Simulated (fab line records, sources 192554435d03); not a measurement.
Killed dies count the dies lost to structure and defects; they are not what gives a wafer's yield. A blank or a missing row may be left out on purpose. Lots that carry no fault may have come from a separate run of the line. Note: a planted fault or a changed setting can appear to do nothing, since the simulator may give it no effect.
fab line records -- flow n5-finfet
record lots=7, wafers=21
route steps=1938 shown SD_EPI_N@288 SD_EPI_P@321 SD_ACTIVATION@330 SDB@353 HKMG_FIN@428 GATE_CUT@490 MOL_CONTACT_COAG@517
start-h: hours from the record's opening day to when the first of the lot's shown wafers began -- wait-h: hours elapsed since this lot's preceding step -- " unchanged from the row above -- L1.1+2: a single row standing in for several wafers -- - no value, or no start given -- * or withheld: withheld -- < > ~ a bound
route shown NAME@n: NAME is a module with steps in the file, n the number in the route of the first one -- usual: mean/standard deviation of fault-free wafers -- same: alike in all rows -- chamber/n: place in a boat -- sites: the reading at each site -- _std_site: standard deviation of those values -- _edge_site: outer sites' mean less inner sites' -- radius-mm: how far each site lies from the wafer's centre -- mask NAME#n: copy n -- behind: the most recent tool/chamber to have shaped the wafer -- hold: what put the lot on hold/how long, in hours/how the hold closed -- device: the n, p or np transistor that did not switch -- end of line: the tests these same wafers got at the end of their route -- step lacking rows: just its recipe -- killed: at the first sort, the dies lost to defects and structure; wafer yield is something else -- map: a wafer's dies, marking killed ones x, the rest . and places with no die _
set.NAME: the setting that was run; set.NAME@STEP: the one run at that earlier step -- model.NAME: the simulator's own value behind a step, which no gauge read
one table per step and one row per wafer, for lots whose settings were changed on purpose
## steps
# step N5_SD_EPI_N_EPI_21
# recipe material=Si:P, dopant=P, temp-c=680, pressure-torr=255, time-s=690
lot.wafer,tool,chamber,start-h,wait-h,set.epi-growth-time-s,model.Si-P_of_SD_EPI_N_EPI_21.thk-nm
L074.1,epi-rpcvd-04,0,54.83,0.2,690,59.6
L074.3+5,epi-rpcvd-04,0,54.83,0.2,716.2,60.8
L077.3,epi-rpcvd-03,0,74.60,0.7,744,62.6
L077.4,epi-rpcvd-03,0,74.60,0.7,690,59.8
L077.6,epi-rpcvd-03,0,74.60,0.7,744,63.4
L081.4+5,epi-rpcvd-04,0,92.44,0.9,716.3,59.4
L081.6,epi-rpcvd-04,0,92.44,0.9,690,57.4
L083.2,epi-rpcvd-03,0,106.42,0.4,647.9,56.6
L083.3,epi-rpcvd-03,0,106.42,0.4,647.9,57
L083.6,epi-rpcvd-03,0,106.42,0.4,690,59.6
L087.1,epi-rpcvd-03,0,135.19,0.1,667,57.8
L087.3,epi-rpcvd-03,0,135.19,0.1,690,58.2
L087.4,epi-rpcvd-03,0,135.19,0.1,690,59.2
L093.2+6,epi-rpcvd-04,0,164.42,0.4,690,59.4
L093.4,epi-rpcvd-04,0,164.42,0.4,690,58.2
L096.3,epi-rpcvd-04,0,183.28,0.7,690,58
L096.4,epi-rpcvd-04,0,183.28,0.7,690,58.2
L096.6,epi-rpcvd-04,0,183.28,0.7,690,58.6
# step N5_SD_EPI_N_PRECLEAN_24
# recipe chemistry=O3/DIW, time-s=60, temp-c=22, o3-ppm=10
# step N5_SD_EPI_P_EPI_21
# recipe material=SiGe:B, dopant=B, temp-c=550, pressure-torr=20, ambient=H2, time-s=355
# step N5_SD_EPI_P_HM_STRIP_48
# recipe chemistry=H3PO4, temp-c=160, material=SiNx, target=SiNx, target-depth-a=30, overetch-fraction=0.3
lot.wafer,tool,chamber,start-h,wait-h,set.epi-growth-time-s@SD_EPI_N_EPI_21,model.Si-P_of_SD_EPI_N_EPI_21.thk-nm
L074.1,wet-bench-04,0,61.94,0.0,690,59
L074.3+5,wet-bench-04,"1,6",61.94,0.0,716.2,60.2
L077.3,wet-bench-04,6,80.31,0.0,744,61.8
L077.4,wet-bench-04,4,80.31,0.0,690,59.2
L077.6,wet-bench-04,7,80.31,0.0,744,62.6
L081.4,wet-bench-04,2,97.94,0.0,716.3,58.8
L081.5,wet-bench-04,1,97.94,0.0,716.3,58.6
L081.6,wet-bench-04,4,97.94,0.0,690,56.8
L083.2,wet-bench-05,7,112.62,0.0,647.9,56
L083.3,wet-bench-05,1,112.62,0.0,647.9,56.4
L083.6,wet-bench-05,4,112.62,0.0,690,59
L087.1,wet-bench-04,0,142.51,0.0,667,57.2
L087.3,wet-bench-04,7,142.51,0.0,690,57.6
L087.4,wet-bench-04,2,142.51,0.0,690,58.6
L093.2+6,wet-bench-03,"6,4",170.80,0.0,690,58.8
L093.4,wet-bench-03,7,170.80,0.0,690,57.6
L096.3,wet-bench-05,4,189.18,0.0,690,57.4
L096.4,wet-bench-05,3,189.18,0.0,690,57.6
L096.6,wet-bench-05,1,189.18,0.0,690,58
# step N5_SD_EPI_P_SRD_49
# recipe dry=ipa-marangoni, time-s=30, temp-c=23, rinse-liquid=diw
# step N5_SD_EPI_P_PRECLEAN_24
# recipe chemistry=O3/DIW, time-s=45, temp-c=22, o3-ppm=10
# step N5_SD_ACTIVATION_RTA_00
# recipe temp-c=975, time-s=0, ambient=N2, idle-temp-c=600, ramp-up-c-per-s=150, ramp-down-c-per-s=60, cool-to-c=600
# step N5_SD_ACTIVATION_LSA_01
# recipe temp-c=1080, time-s=0.0008, ambient=N2
# step N5_SD_ACTIVATION_RS_MEAS_03
# recipe thk-meas-gauge=four-point-probe
# usual RS_SD_N=21.83/0.26, RS_SD_P=55.9/1.1
lot.wafer,tool,chamber,start-h,wait-h,set.epi-growth-time-s@SD_EPI_N_EPI_21,RS_SD_N[ohm/sq],RS_SD_P[ohm/sq]
L074.1,film-metro-02,-,62.55,0.2,690,21.74,56.8
L074.3,film-metro-02,-,62.55,0.2,716.2,21.31,56.8
L074.5,film-metro-02,-,62.55,0.2,716.2,21.17,56.6
L077.3,film-metro-01,-,81.10,0.2,744,20.47,57.0
L077.4,film-metro-01,-,81.10,0.2,690,21.52,57.0
L077.6,film-metro-01,-,81.10,0.2,744,20.24,56.8
L081.4,film-metro-01,-,98.63,0.1,716.3,21.80,55.8
L081.5,film-metro-01,-,98.63,0.1,716.3,21.80,55.1
L081.6,film-metro-01,-,98.63,0.1,690,22.47,55.5
L083.2,film-metro-02,-,113.21,0.2,647.9,22.95,55.8
L083.3,film-metro-02,-,113.21,0.2,647.9,22.96,56.4
L083.6,film-metro-02,-,113.21,0.2,690,21.76,57.6
L087.1,film-metro-01,-,143.28,0.2,667,22.30,54.4
L087.3,film-metro-01,-,143.28,0.2,690,22.44,54.6
L087.4,film-metro-01,-,143.28,0.2,690,21.86,54.7
L093.2,film-metro-02,-,171.39,0.2,690,21.84,55.3
L093.4,film-metro-02,-,171.39,0.2,690,22.31,54.4
L093.6,film-metro-02,-,171.39,0.2,690,21.66,55.6
L096.3,film-metro-01,-,189.79,0.2,690,22.26,57.4
L096.4,film-metro-01,-,189.79,0.2,690,22.13,56.0
L096.6,film-metro-01,-,189.79,0.2,690,22.03,57.1
# step N5_SDB_EXPOSE_08
# recipe mask-id=SDB, na=1.35, source-shape=conventional, sigma-outer=0.5, polarization=unpolarized, dose-mj=49.6
lot.wafer,tool,chamber,start-h,wait-h,mask,set.dose-mj
L074.1+5,arfi-scanner-01,0,69.95,-,SDB#0,51.49
L074.3,arfi-scanner-01,0,69.95,-,SDB#0,49.6
L077.3+4,arfi-scanner-03,0,88.04,-,SDB#0,50.84
L077.6,arfi-scanner-03,0,88.04,-,SDB#0,49.6
L081.4+5,arfi-scanner-03,0,105.98,-,SDB#0,46.19
L081.6,arfi-scanner-03,0,105.98,-,SDB#0,49.6
L083.2,arfi-scanner-01,0,120.10,-,SDB#0,48.61
L083.3+6,arfi-scanner-01,0,120.10,-,SDB#0,49.6
L087.1+3+4,arfi-scanner-02,0,150.40,-,SDB#0,49.6
L093.2+4+6,arfi-scanner-03,0,178.90,-,SDB#0,49.6
L096.3,arfi-scanner-02,0,198.71,-,SDB#0,53.17
L096.4+6,arfi-scanner-02,0,198.71,-,SDB#0,49.6
# step N5_SDB_PEB_09
# recipe peb-temp-c=withheld, peb-time-s=60, resist=CAR-ArF
# step N5_SDB_DEVELOP_10
# recipe develop-time-s=30, developer=TMAH, resist=CAR-ArF, rinse-liquid=diw, dry=air-spin, dev-temp-c=23
# step N5_SDB_CD_MEAS_11
# recipe target-cd-nm=50, landing-energy-ev=500, detector=se-inlens, polarity=opening
# usual cd-nm=49.5/1.1
lot.wafer,tool,chamber,start-h,wait-h,set.dose-mj@SDB_EXPOSE_08,cd-nm
L074.1,cd-sem-02,0,70.08,-,51.49,54.4
L074.3,cd-sem-02,0,70.08,-,49.6,48.3
L074.5,cd-sem-02,0,70.08,-,51.49,52.8
L077.3,cd-sem-03,0,88.15,-,50.84,50.0
L077.4,cd-sem-03,0,88.15,-,50.84,51.7
L077.6,cd-sem-03,0,88.15,-,49.6,48.5
L081.4,cd-sem-03,0,106.09,-,46.19,42.7
L081.5,cd-sem-03,0,106.09,-,46.19,42.1
L081.6,cd-sem-03,0,106.09,-,49.6,49.5
L083.2,cd-sem-01,0,120.22,-,48.61,47.1
L083.3,cd-sem-01,0,120.22,-,49.6,51.0
L083.6,cd-sem-01,0,120.22,-,49.6,50.4
L087.1,cd-sem-01,0,150.53,-,49.6,48.1
L087.3,cd-sem-01,0,150.53,-,49.6,49.1
L087.4,cd-sem-01,0,150.53,-,49.6,48.9
L093.2,cd-sem-01,0,179.02,-,49.6,51.1
L093.4,cd-sem-01,0,179.02,-,49.6,49.8
L093.6,cd-sem-01,0,179.02,-,49.6,47.4
L096.3,cd-sem-01,0,198.83,-,53.17,57.4
L096.4,cd-sem-01,0,198.83,-,49.6,50.1
L096.6,cd-sem-01,0,198.83,-,49.6,48.7
# step N5_HKMG_FIN_PEB_10
# recipe peb-temp-c=withheld, peb-time-s=60, resist=CAR-ArF
lot.wafer,tool,chamber,start-h,wait-h,set.peb-time-s
L077.3,litho-track-05,0,100.12,0.0,60
L077.4+6,litho-track-05,0,100.12,0.0,50.78
L074.1+3,litho-track-02,0,107.66,0.1,48.55
L074.5,litho-track-02,0,107.66,0.1,60
L081.4,litho-track-02,0,115.68,0.0,60
L081.5+6,litho-track-02,0,115.68,0.0,49.9
L083.2,litho-track-05,0,129.72,0.0,67.77
L083.3+6,litho-track-05,0,129.72,0.0,60
L087.1+3+4,litho-track-05,0,159.77,0.1,60
L093.2+4+6,litho-track-05,0,188.43,0.0,60
L096.3+4,litho-track-05,0,207.69,0.0,60
L096.6,litho-track-05,0,207.69,0.0,72.69
# step N5_HKMG_FIN_DEVELOP_11
# recipe develop-time-s=30, developer=TMAH, resist=CAR-ArF, dev-temp-c=23, rinse-liquid=diw, dry=air-spin
# step N5_HKMG_FIN_CD_MEAS_12
# recipe target-cd-nm=92.8, landing-energy-ev=500, detector=se-inlens
# usual cd-nm=93.1/0.56
lot.wafer,tool,chamber,start-h,wait-h,set.peb-time-s@HKMG_FIN_PEB_10,cd-nm
L077.3,cd-sem-02,0,100.19,-,60,93.3
L077.4,cd-sem-02,0,100.19,-,50.78,86.0
L077.6,cd-sem-02,0,100.19,-,50.78,86.3
L074.1,cd-sem-03,0,107.72,-,48.55,85.6
L074.3,cd-sem-03,0,107.72,-,48.55,86.0
L074.5,cd-sem-03,0,107.72,-,60,93.3
L081.4,cd-sem-02,0,115.75,-,60,93.1
L081.5,cd-sem-02,0,115.75,-,49.9,86.2
L081.6,cd-sem-02,0,115.75,-,49.9,86.7
L083.2,cd-sem-03,0,129.78,-,67.77,95.8
L083.3,cd-sem-03,0,129.78,-,60,93.0
L083.6,cd-sem-03,0,129.78,-,60,92.9
L087.1,cd-sem-01,0,159.84,-,60,93.8
L087.3,cd-sem-01,0,159.84,-,60,93.3
L087.4,cd-sem-01,0,159.84,-,60,93.6
L093.2,cd-sem-01,0,188.50,-,60,93.1
L093.4,cd-sem-01,0,188.50,-,60,94.0
L093.6,cd-sem-01,0,188.50,-,60,93.5
L096.3,cd-sem-02,0,207.75,-,60,93.1
L096.4,cd-sem-02,0,207.75,-,60,93.1
L096.6,cd-sem-02,0,207.75,-,72.69,98.9
# step N5_GATE_CUT_DESCUM_18
# recipe chemistry=O2, time-s=7, source-power-w=50, bias-power-w=20, pressure-mtorr=20, rf-frequency-hz=2.712e+07, temp-c=40, resist=CAR-EUV, o2-flow-sccm=225
lot.wafer,tool,chamber,start-h,wait-h,set.time-s,model.CAR-EUV_of_GATE_CUT_COAT_07.thk-nm
L077.3+4+6,rie-diel-06,"2,3,2",110.25,0.0,7,26.2
L074.1,rie-diel-06,1,116.20,0.0,8.564,25.4
L074.3+5,rie-diel-06,0,116.20,0.0,7,26
L081.4+6,rie-diel-06,0,124.53,0.6,7,25.8
L081.5,rie-diel-06,1,124.53,0.6,7,26
L083.2+3,rie-diel-06,"2,0",138.64,0.3,7,26.2
L083.6,rie-diel-06,2,138.64,0.3,8.133,25.6
L087.1+3+4,rie-diel-04,"3,1,1",168.85,0.0,7,26
L093.2+6,rie-diel-02,"3,2",196.72,0.0,7,26.2
L093.4,rie-diel-02,2,196.72,0.0,7,26.4
L096.3,rie-diel-04,3,216.53,0.0,7,26.2
L096.4+6,rie-diel-04,"0,1",216.53,0.0,8.139,25.6
# step N5_GATE_CUT_ETCH_28
# recipe chemistry=N2/H2, target=underlayer, target-depth-a=130, mask-material=CAR-EUV, time-s=10.4, ion-energy-ev=200, pressure-mtorr=30, source-w=840, bias-w=150, n2-flow-sccm=200, h2-flow-sccm=200, ends=cleared
lot.wafer,tool,chamber,start-h,wait-h,set.time-s@GATE_CUT_DESCUM_18,model.CAR-EUV_of_GATE_CUT_COAT_07.thk-nm
L077.3+6,rie-diel-06,2,110.28,0.0,7,14.6
L077.4,rie-diel-06,3,110.28,0.0,7,14.8
L074.1,rie-diel-06,1,116.24,0.0,8.564,13.8
L074.3+5,rie-diel-06,0,116.24,0.0,7,14.6
L081.4+6,rie-diel-06,0,124.57,0.0,7,14.4
L081.5,rie-diel-06,1,124.57,0.0,7,14.6
L083.2,rie-diel-06,2,138.68,0.0,7,14.8
L083.3,rie-diel-06,0,138.68,0.0,7,14.6
L083.6,rie-diel-06,2,138.68,0.0,8.133,14
L087.1,rie-diel-04,3,168.88,0.0,7,14.8
L087.3+4,rie-diel-04,1,168.88,0.0,7,14.6
L093.2,rie-diel-02,3,196.76,0.0,7,14.6
L093.4+6,rie-diel-02,2,196.76,0.0,7,14.8
L096.3,rie-diel-04,3,216.57,0.0,7,14.8
L096.4+6,rie-diel-04,"0,1",216.57,0.0,8.139,14.2
# step N5_GATE_CUT_ETCH_36
# recipe chemistry=CF4, target=SiARC, target-depth-a=130, mask-material=CAR-EUV, time-s=21.7, ion-energy-ev=80, pressure-mtorr=40, source-w=545, bias-w=36, Ar_flow_sccm=100, cf4-flow-sccm=100, ends=cleared
lot.wafer,tool,chamber,start-h,wait-h,set.time-s@GATE_CUT_DESCUM_18,model.CAR-EUV_of_GATE_CUT_COAT_07.thk-nm
L077.3+4+6,rie-diel-06,"2,3,2",110.30,0.0,7,7
L074.1,rie-diel-06,1,116.26,0.0,8.564,6.2
L074.3+5,rie-diel-06,0,116.26,0.0,7,6.8
L081.4+6,rie-diel-06,0,124.59,0.0,7,6.8
L081.5,rie-diel-06,1,124.59,0.0,7,7
L083.2+3,rie-diel-06,"2,0",138.70,0.0,7,7
L083.6,rie-diel-06,2,138.70,0.0,8.133,6.4
L087.1+3+4,rie-diel-04,"3,1,1",168.90,0.0,7,7
L093.2+6,rie-diel-02,"3,2",196.78,0.0,7,7
L093.4,rie-diel-02,2,196.78,0.0,7,7.2
L096.3,rie-diel-04,3,216.59,0.0,7,7
L096.4,rie-diel-04,0,216.59,0.0,8.139,6.6
L096.6,rie-diel-04,1,216.59,0.0,8.139,6.4
# step N5_MOL_CONTACT_COAG_COAT_103
# recipe resist=SOC, temp-c=250, time-s=60, spin-rpm=1500, resist-thk-nm=80
lot.wafer,tool,chamber,start-h,wait-h,set.spin-rpm,model.SOC_of_MOL_CONTACT_COAG_COAT_103.thk-nm
L077.3+6,litho-track-01,0,113.65,0.0,1500,80
L077.4,litho-track-01,0,113.65,0.0,1500,80.2
L074.1,litho-track-03,0,119.60,0.0,1500,80.2
L074.3+5,litho-track-03,0,119.60,0.0,1500,80
L081.4,litho-track-01,0,127.95,0.0,1500,80
L081.5,litho-track-01,0,127.95,0.0,1347,84.2
L081.6,litho-track-01,0,127.95,0.0,1347,84
L083.2,litho-track-02,0,142.04,0.0,1500,80
L083.3+6,litho-track-02,0,142.04,0.0,1500,80.2
L087.1,litho-track-02,0,172.24,0.0,1500,80.4
L087.3,litho-track-02,0,172.24,0.0,1393,83.2
L087.4,litho-track-02,0,172.24,0.0,1500,80.2
L093.2,litho-track-03,0,200.12,0.0,1500,80.4
L093.4,litho-track-03,0,200.12,0.0,1500,80.2
L093.6,litho-track-03,0,200.12,0.0,1500,79.8
L096.3,litho-track-03,0,219.93,0.0,1500,80
L096.4,litho-track-03,0,219.93,0.0,1575,78.4
L096.6,litho-track-03,0,219.93,0.0,1500,80.2
# step N5_MOL_CONTACT_COAG_COAT_104
# recipe resist=SiARC, temp-c=220, time-s=60, spin-rpm=1500, resist-thk-nm=12
# step N5_MOL_CONTACT_COAG_COAT_58
# recipe resist=underlayer, temp-c=205, time-s=60, spin-rpm=1500, resist-thk-nm=10
# step N5_MOL_CONTACT_COAG_ETCH_59
# recipe chemistry=N2/H2, target=underlayer, target-depth-a=130, mask-material=CAR-EUV, time-s=10.4, ion-energy-ev=200, pressure-mtorr=30, source-w=840, bias-w=150, n2-flow-sccm=200, h2-flow-sccm=200, ends=cleared
# step N5_MOL_CONTACT_COAG_ETCH_105
# recipe chemistry=CF4, target=SiARC, target-depth-a=156, mask-material=CAR-EUV, time-s=26, ion-energy-ev=80, pressure-mtorr=40, source-w=545, bias-w=36, Ar_flow_sccm=100, cf4-flow-sccm=100, ends=cleared
# step N5_MOL_CONTACT_COAG_ETCH_106
# recipe chemistry=N2/H2, target=SOC, target-depth-a=800, overetch-a=160, mask-material=SiARC, temp-c=40, time-s=120, ion-energy-ev=200, pressure-mtorr=30, source-w=840, bias-w=150, n2-flow-sccm=200, h2-flow-sccm=200
lot.wafer,tool,chamber,start-h,wait-h,set.spin-rpm@MOL_CONTACT_COAG_COAT_103,model.etch.depth-nm
L077.3,rie-diel-01,2,114.24,0.0,1500,80.09
L077.4,rie-diel-01,0,114.24,0.0,1500,80.12
L077.6,rie-diel-01,3,114.24,0.0,1500,80.1
L074.1,rie-diel-03,0,120.19,0.0,1500,80.19
L074.3,rie-diel-03,2,120.19,0.0,1500,80.02
L074.5,rie-diel-03,3,120.19,0.0,1500,79.91
L081.4,rie-diel-05,1,128.55,0.0,1500,80.04
L081.5,rie-diel-05,1,128.55,0.0,1347,84.29
L081.6,rie-diel-05,2,128.55,0.0,1347,84.08
L083.2,rie-diel-03,0,142.56,0.0,1500,80.04
L083.3,rie-diel-03,3,142.56,0.0,1500,80.18
L083.6,rie-diel-03,2,142.56,0.0,1500,80.28
L087.1,rie-diel-03,2,172.74,0.0,1500,80.38
L087.3,rie-diel-03,1,172.74,0.0,1393,83.25
L087.4,rie-diel-03,3,172.74,0.0,1500,80.24
L093.2,rie-diel-01,3,200.89,0.0,1500,80.32
L093.4,rie-diel-01,1,200.89,0.0,1500,80.17
L093.6,rie-diel-01,1,200.89,0.0,1500,79.9
L096.3,rie-diel-01,1,220.64,0.0,1500,79.98
L096.4,rie-diel-01,3,220.64,0.0,1575,78.41
L096.6,rie-diel-01,3,220.64,0.0,1500,80.11
# step N5_MOL_CONTACT_COAG_STRIP_107
# recipe chemistry=N2/H2, temp-c=40, n2-flow-sccm=200, h2-flow-sccm=200, rf-frequency-hz=6e+07
# step N5_MOL_CONTACT_COAG_STRIP_108
# recipe chemistry=N2/H2, temp-c=40, n2-flow-sccm=200, h2-flow-sccm=200, rf-frequency-hz=6e+07
# step N5_MOL_CONTACT_COAG_CONTACT_ETCH_14
# recipe chemistry=C4F6/O2, target=SiO2, target-depth-a=275, overetch-a=85, mask-material=SOC, pressure-mtorr=30, source-w=370, bias-w=185, Ar_flow_sccm=300, C4F6_flow_sccm=16, O2_flow_sccm=10, time-s=20, ion-energy-ev=259.6
lot.wafer,tool,chamber,start-h,wait-h,set.spin-rpm@MOL_CONTACT_COAG_COAT_103,model.SOC_of_MOL_CONTACT_COAG_COAT_103.thk-nm
L077.3+4+6,rie-diel-01,"2,0,3",114.34,0.0,1500,78.6
L074.1,rie-diel-03,0,120.29,0.0,1500,78.8
L074.3,rie-diel-03,2,120.29,0.0,1500,78.6
L074.5,rie-diel-03,3,120.29,0.0,1500,78.4
L081.4,rie-diel-05,1,128.65,0.0,1500,78.6
L081.5,rie-diel-05,1,128.65,0.0,1347,82.8
L081.6,rie-diel-05,2,128.65,0.0,1347,82.6
L083.2+3,rie-diel-03,"0,3",142.66,0.0,1500,78.6
L083.6,rie-diel-03,2,142.66,0.0,1500,78.8
L087.1,rie-diel-03,2,172.84,0.0,1500,79
L087.3,rie-diel-03,1,172.84,0.0,1393,81.8
L087.4,rie-diel-03,3,172.84,0.0,1500,78.8
L093.2,rie-diel-01,3,200.99,0.0,1500,78.8
L093.4,rie-diel-01,1,200.99,0.0,1500,78.6
L093.6,rie-diel-01,1,200.99,0.0,1500,78.4
L096.3,rie-diel-01,1,220.74,0.0,1500,78.4
L096.4,rie-diel-01,3,220.74,0.0,1575,77
L096.6,rie-diel-01,3,220.74,0.0,1500,78.6
# step N5_MOL_CONTACT_COAG_STRIP_109
# recipe chemistry=C4F6/O2, resist=SiARC, rf-frequency-hz=6e+07
# step N5_MOL_CONTACT_COAG_ETCH_15
# recipe chemistry=CH3F/O2, target=SiNx, target-depth-a=70, mask-material=SOC, stop-on=Si:P, over-etch-frac=0.75, ion-energy-ev=120, pressure-mtorr=30, source-w=395, bias-w=73, Ar_flow_sccm=150, CH3F_flow_sccm=30, O2_flow_sccm=20
# step N5_MOL_CONTACT_COAG_ETCH_110
# recipe chemistry=CF4/O2, target=Si, target-depth-a=25, time-s=8, pressure-mtorr=100, source-w=200, bias-w=12, ion-energy-ev=60, Ar_flow_sccm=100, cf4-flow-sccm=100, O2_flow_sccm=10
lot.wafer,tool,chamber,start-h,wait-h,set.spin-rpm@MOL_CONTACT_COAG_COAT_103,model.SOC_of_MOL_CONTACT_COAG_COAT_103.thk-nm
L077.3+4+6,rie-diel-01,"2,0,3",114.44,0.0,1500,73.8
L074.1+3,rie-diel-03,"0,2",120.39,0.0,1500,73.8
L074.5,rie-diel-03,3,120.39,0.0,1500,73.6
L081.4,rie-diel-05,1,128.75,0.0,1500,73.6
L081.5,rie-diel-05,1,128.75,0.0,1347,77.8
L081.6,rie-diel-05,2,128.75,0.0,1347,77.4
L083.2+3,rie-diel-03,"0,3",142.75,0.0,1500,73.8
L083.6,rie-diel-03,2,142.75,0.0,1500,74.2
L087.1,rie-diel-03,2,172.94,0.0,1500,74.2
L087.3,rie-diel-03,1,172.94,0.0,1393,77
L087.4,rie-diel-03,3,172.94,0.0,1500,74
L093.2,rie-diel-01,3,201.09,0.0,1500,74
L093.4,rie-diel-01,1,201.09,0.0,1500,73.8
L093.6,rie-diel-01,1,201.09,0.0,1500,73.6
L096.3,rie-diel-01,1,220.83,0.0,1500,73.6
L096.4,rie-diel-01,3,220.83,0.0,1575,72.2
L096.6,rie-diel-01,3,220.83,0.0,1500,73.8
# step N5_MOL_CONTACT_COAG_ETCHBACK_135
# recipe chemistry=CHF3, target=SiO2, target-depth-a=250, time-s=16.7, ion-energy-ev=200, pressure-mtorr=30, source-w=610, bias-w=170, Ar_flow_sccm=200, CHF3_flow_sccm=50
lot.wafer,tool,chamber,start-h,wait-h,set.time-s,model.SOC_of_MOL_CONTACT_COAG_COAT_75.thk-nm
L077.3+4,rie-diel-05,"0,1",124.70,0.0,19.45,56.8
L077.6,rie-diel-05,2,124.70,0.0,16.7,57
L074.1+3,rie-diel-01,"0,2",131.11,0.0,14.83,57.4
L074.5,rie-diel-01,3,131.11,0.0,16.7,57.2
L081.4+5,rie-diel-01,"3,1",137.88,0.0,16.7,57.2
L081.6,rie-diel-01,0,137.88,0.0,12.97,57.6
L083.2+6,rie-diel-03,3,154.68,0.0,16.7,57.4
L083.3,rie-diel-03,1,154.68,0.0,19.41,57
L087.1,rie-diel-05,0,184.76,0.0,16.7,57.4
L087.3+4,rie-diel-05,"2,3",184.76,0.0,15.49,57.4
L093.2,rie-diel-05,2,211.74,0.0,16.7,57.4
L093.4+6,rie-diel-05,"1,0",211.74,0.0,16.7,57.6
L096.3,rie-diel-03,0,237.24,0.0,14.82,57.4
L096.4,rie-diel-03,3,237.24,0.0,14.82,57.6
L096.6,rie-diel-03,0,237.24,0.0,16.7,57.4
## key
split step=N5_SD_EPI_N_EPI_21, setting=epi-growth-time-s, stated=690, by=wafer
response step=N5_SD_EPI_N_EPI_21, reading=model.Si-P_of_SD_EPI_N_EPI_21.thk-nm, change=+0.414, per=1%, r=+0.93
response step=N5_SD_EPI_P_HM_STRIP_48, reading=model.Si-P_of_SD_EPI_N_EPI_21.thk-nm, change=+0.4, per=1%, r=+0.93
response step=N5_SD_ACTIVATION_RS_MEAS_03, reading=RS_SD_N, change=-0.154, per=1%, r=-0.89
split step=N5_SDB_EXPOSE_08, setting=dose-mj, stated=49.6, by=wafer
response step=N5_SDB_CD_MEAS_11, reading=cd-nm, change=+1.12, per=1%, r=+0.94
split step=N5_HKMG_FIN_PEB_10, setting=peb-time-s, stated=60, by=wafer
response step=N5_HKMG_FIN_CD_MEAS_12, reading=cd-nm, change=+0.35, per=1%, r=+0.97
split step=N5_GATE_CUT_DESCUM_18, setting=time-s, stated=7, by=wafer
response step=N5_GATE_CUT_DESCUM_18, reading=model.CAR-EUV_of_GATE_CUT_COAT_07.thk-nm, change=-0.032, per=1%, r=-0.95
response step=N5_GATE_CUT_ETCH_28, reading=model.CAR-EUV_of_GATE_CUT_COAT_07.thk-nm, change=-0.038, per=1%, r=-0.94
response step=N5_GATE_CUT_ETCH_36, reading=model.CAR-EUV_of_GATE_CUT_COAT_07.thk-nm, change=-0.0305, per=1%, r=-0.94
split step=N5_MOL_CONTACT_COAG_COAT_103, setting=spin-rpm, stated=1500, by=wafer
response step=N5_MOL_CONTACT_COAG_COAT_103, reading=model.SOC_of_MOL_CONTACT_COAG_COAT_103.thk-nm, change=-0.395, per=1%, r=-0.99
response step=N5_MOL_CONTACT_COAG_ETCH_106, reading=model.etch.depth-nm, change=-0.397, per=1%, r=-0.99
response step=N5_MOL_CONTACT_COAG_CONTACT_ETCH_14, reading=model.SOC_of_MOL_CONTACT_COAG_COAT_103.thk-nm, change=-0.389, per=1%, r=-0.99
response step=N5_MOL_CONTACT_COAG_ETCH_110, reading=model.SOC_of_MOL_CONTACT_COAG_COAT_103.thk-nm, change=-0.383, per=1%, r=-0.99
split step=N5_MOL_CONTACT_COAG_ETCHBACK_135, setting=time-s, stated=16.7, by=wafer
response step=N5_MOL_CONTACT_COAG_ETCHBACK_135, reading=model.SOC_of_MOL_CONTACT_COAG_COAT_75.thk-nm, change=-0.0165, per=1%, r=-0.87
